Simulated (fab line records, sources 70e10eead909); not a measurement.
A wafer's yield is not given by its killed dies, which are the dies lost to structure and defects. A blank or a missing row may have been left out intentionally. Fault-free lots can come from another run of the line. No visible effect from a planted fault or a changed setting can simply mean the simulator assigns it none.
What tool caused it? ; flow nand_harc ; 13 lots with 39 wafers sampled at 5 steps, on a route of 1302 steps

## WHAT THE GAUGES READ, wafer by wafer
NHARC_A_ONON_D2_THK_MEAS_18: measures by ellipsometry. Usual: 1004 nm for thk_nm, sd 9.7.
lot;measured;on;thk_nm (nm);flag
L183;day 12 08:31;film_metro-02;996 997 997;
L184;day 13 05:51;film_metro-02;1009 1007 1008;
L185;day 13 05:50;film_metro-01;1007 1008 1006;
L188;day 15 02:40;film_metro-01;1014 1014 1015;
L194;day 17 12:41;film_metro-01;999 997 997;
L195;day 18 04:04;film_metro-01;1007 1008 1006;
L199;day 19 00:59;film_metro-01;1005 1004 1007;
L200;day 20 02:19;film_metro-01;1012 1013 1013;
L202;day 20 20:22;film_metro-02;998 1000 1000;
L203;day 20 20:22;film_metro-01;982 982 981;
L204;day 21 18:38;film_metro-01;986 988 985;
L205;day 21 18:38;film_metro-02;1006 1005 1003;
L206;day 22 19:55;film_metro-01;1008 1009 1007;

NHARC_END_SORT_01. Usual: killed_at_array 53, standard deviation 21; killed_at_other 1.1, standard deviation 1.5; killed_at_periphery 3.9, standard deviation 2.7; killed_dies 58, standard deviation 21; killed_open 3.4, standard deviation 1.9; killed_short 2.3, standard deviation 1.5.
lot;measured;on;killed_at_array;killed_at_other;killed_at_periphery;killed_dies;killed_open;killed_short;flag
L188;day 26 22:52;prober-02;51 62 62;0 0 2;8 7 4;59 69 68;3 6 2;1 1 1;
L194;day 29 05:22;prober-01;150 107 138;1 0 0;3 8 5;154 115 143;1 2 2;6 2 1;OFF
L195;day 29 23:45;prober-02;168 145 154;0 0 0;1 2 3;169 147 157;3 1 4;3 3 2;OFF

## EACH LOT AND THE TOOL THAT RAN IT (in order: tool; ch and the chambers of the sampled wafers; start)
lot;NHARC_A_DECK1_JOINT_ETCH_11;NHARC_A_DECK1_JOINT_ETCHBACK_00;NHARC_A_DECK1_JOINT_DEP_16
L183;wet_bench-02 ch 0,1,6, day 10 19:35;rie_si-03 ch 1,2, day 11 01:28;pecvd-01 ch 0,1, day 11 21:34
L184;wet_bench-01 ch 1,5,6, day 11 13:35;rie_si-05 ch 0,3, day 11 19:30;pecvd-01 ch 0,2, day 12 19:27
L185;wet_bench-09 ch 3,4,5, day 11 13:36;rie_si-02 ch 1,3, day 11 19:31;pecvd-03 ch 1,2, day 12 19:22
L188;wet_bench-09 ch 1,2,5, day 13 08:16;rie_si-05 ch 0,2,3, day 13 14:08;pecvd-03 ch 0,1,2, day 14 15:38
L194;wet_bench-01 ch 1,2,7, day 15 21:05;rie_si-02 ch 0,2,3, day 16 02:59;pecvd-03 ch 0,1, day 17 01:12
L195;wet_bench-01 ch 1,4,5, day 16 06:47;rie_si-02 ch 0,3, day 16 12:43;pecvd-01 ch 0,1,2, day 17 12:13
L199;wet_bench-02 ch 0,1,5, day 17 10:36;rie_si-02 ch 0,1,2, day 17 16:26;pecvd-01 ch 0,1,2, day 18 14:36
L200;wet_bench-02 ch 2,3,4, day 18 12:16;rie_si-03 ch 1,2,3, day 18 18:01;pecvd-01 ch 0,2, day 19 15:48
L202;wet_bench-09 ch 0,2,7, day 19 04:40;rie_si-02 ch 1,3, day 19 10:37;pecvd-03 ch 0,1,2, day 20 09:57
L203;wet_bench-01 ch 0,3,7, day 19 04:40;rie_si-03 ch 0,1, day 19 10:34;pecvd-01 ch 1,2, day 20 09:59
L204;wet_bench-09 ch 2,3,4, day 20 00:19;rie_si-05 ch 0,1,2, day 20 06:08;pecvd-01 ch 0,1,2, day 21 07:46
L205;wet_bench-09 ch 0,6,7, day 20 00:29;rie_si-03 ch 0,2,3, day 20 06:12;pecvd-03 ch 0,1, day 21 07:46
L206;wet_bench-09 ch 0,1,7, day 20 13:29;rie_si-05 ch 0,1,2, day 20 19:23;pecvd-03 ch 0,1, day 22 06:52
- NHARC_A_DECK1_JOINT_ETCH_11: etches SiO2 in dHF, target depth 35 nm.
- NHARC_A_DECK1_JOINT_ETCHBACK_00: etches the open film in HBr, target depth 30 nm, time 17.4 s.
- NHARC_A_DECK1_JOINT_DEP_16: deposits SiO2, target thk 45 nm.

## AS READ BY THE TOOLS THEMSELVES (means over the sampled wafers that have a number; for cases with no such wafer, the mark the record gives instead)
NHARC_A_DECK1_JOINT_ETCHBACK_00. Usual: drypump_motor_current_A 5.8 A, standard deviation 0.34; hbr_flow_sccm 150.0 sccm, standard deviation 0.42; oes_product_au 0.996 a.u., standard deviation 0.0094; throttle_valve_pct 23.266 %, standard deviation 0.0087.
lot;tool;drypump_motor_current_A (A);hbr_flow_sccm (sccm);oes_product_au (a.u.);throttle_valve_pct (%);flag
L183;rie_si-03;6.2;150.1;0.994;23.261;
L184;rie_si-05;6.1;150.1;1.010;23.268;
L185;rie_si-02;5.6;150.0;1.001;23.267;
L188;rie_si-05;5.8;150.0;1.000;23.264;
L194;rie_si-02;5.5;150.2;0.994;23.264;
L195;rie_si-02;5.3;150.2;0.994;23.276;
L199;rie_si-02;5.6;149.9;0.996;23.275;
L200;rie_si-03;6.2;150.0;1.002;23.264;
L202;rie_si-02;5.6;150.0;0.993;23.270;
L203;rie_si-03;6.0;150.0;0.997;23.262;
L204;rie_si-05;5.8;149.7;0.990;23.259;
L205;rie_si-03;6.1;149.9;1.002;23.264;
L206;rie_si-05;5.8;150.2;0.990;23.274;

NHARC_A_DECK1_JOINT_DEP_16. Usual: heater_power_w 535 W, standard deviation 79; throttle_valve_pct 16.1 %, standard deviation 0.45.
lot;tool;heater_power_w (W);throttle_valve_pct (%);flag
L183;pecvd-01;545;16.1;
L184;pecvd-01;485;16.3;
L185;pecvd-03;456;16.0;
L188;pecvd-03;566;16.3;
L194;pecvd-03;498;16.0;
L195;pecvd-01;553;15.9;
L199;pecvd-01;554;16.1;
L200;pecvd-01;478;16.2;
L202;pecvd-03;530;16.1;
L203;pecvd-01;568;16.1;
L204;pecvd-01;512;16.4;
L205;pecvd-03;536;16.6;
L206;pecvd-03;470;16.3;

## THE ANSWER, worked out from the rows above alone
Rule: take the mean of a lot's wafers that have a number; if it is more than 3 standard deviations from the usual mean, the lot is off. A lot without any number at a reading at which 4 lots or more have one is off too. Any other lot the step has rows for is counted as sound. First the gauges in route order, then the tools' own readings, where a lot's mean is used as printed above. The first step at which some lot is off is used, and at that step the reading that is off furthest; a lot without a number counts as furthest.
Off: L194, L195 (NHARC_END_SORT_01, killed_at_array). Neither off nor sound, because the step has no rows for them: L183, L184, L185, L199, L200, L202, L203, L204, L205, L206.
A tool fits if, at a process step before that reading, it ran every lot that is off, and no sound lot after the first of them. Those tools and the gauges at NHARC_END_SORT_01 are tried in the same way. This does not decide it: 2 tools fit, namely wet_bench-01 at NHARC_A_DECK1_JOINT_ETCH_11 and rie_si-02 at NHARC_A_DECK1_JOINT_ETCHBACK_00.

## WHAT THE SIMULATOR PUT IN
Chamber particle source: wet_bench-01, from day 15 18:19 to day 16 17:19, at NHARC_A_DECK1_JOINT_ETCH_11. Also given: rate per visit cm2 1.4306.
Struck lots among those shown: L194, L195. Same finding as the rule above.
